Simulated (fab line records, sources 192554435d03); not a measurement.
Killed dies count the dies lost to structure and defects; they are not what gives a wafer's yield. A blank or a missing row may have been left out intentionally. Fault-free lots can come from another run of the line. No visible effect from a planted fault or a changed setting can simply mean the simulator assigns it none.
Matching of chambers -- flow n5-finfet -- rie-si-03 running N5_BEOL_M0_SAQP_MANDREL2_REMOVE_110: 4 sister chambers
The step chemistry HBr/Cl2/O2, target a-Si, stops on SiCN, bt time 10 s. 16 wafers are shown with their chamber, then 8 later ones without.

== WAFERS WITH THEIR CHAMBER ==
wafer,chamber,drypump-motor-current-A (A),oes-product-au (a.u.)
L074.3,2,5.8,0.988
L074.4,1,6.4,0.996
L074.6,3,5.2,1.035
L079.2,3,5.2,1.034
L079.3,0,5.0,1.007
L079.4,1,6.4,0.985
L083.2,1,6.4,0.986
L083.3,0,5.0,0.995
L083.4,2,5.8,0.993
L090.2,2,5.8,1.001
L090.4,0,5.0,0.993
L090.5,2,5.8,1.007
L092.1,3,5.2,1.038
L092.4,0,5.0,0.998
L092.6,0,5.0,0.995
L094.2,3,5.3,1.024

SIGNATURES (averages over the wafers above)
reading,chamber 0,chamber 1,chamber 2,chamber 3,scatter within a chamber
drypump-motor-current-A,5.000,6.400,5.800,5.225,0.025
oes-product-au,0.99760,0.98900,0.99725,1.03275,0.00659
Rule: for each reading, subtract the chamber's mean from the wafer's reading, divide by that reading's scatter and square the result; add these up over the readings and take the root, which gives the wafer's distance from the chamber. The wafer belongs to the nearest chamber; if the next one is less than 2 further off, it can't be placed. The scatter: take each reading less its chamber's mean, square it, sum over the shown wafers, divide by the number of wafers less the number of chambers, and take the root.

== WAFERS WHOSE CHAMBER IS MISSING ==
wafer,drypump-motor-current-A (A),oes-product-au (a.u.)
L094.3,5.0,0.995
L094.4,6.4,0.976
L095.2,5.2,1.034
L095.3,6.4,0.992
L095.5,6.5,0.988
L097.1,5.0,0.997
L097.2,5.2,1.039
L097.4,5.8,0.986

== CHAMBER TAKEN BY EACH ==
wafer,from the rows above,in truth
L094.3,0,0
L094.4,1,1
L095.2,3,3
L095.3,1,1
L095.5,1,1
L097.1,0,0
L097.2,3,3
L097.4,2,2
8 of 8 placed correctly. Not placeable from these rows: 0. Placed wrongly: 0.
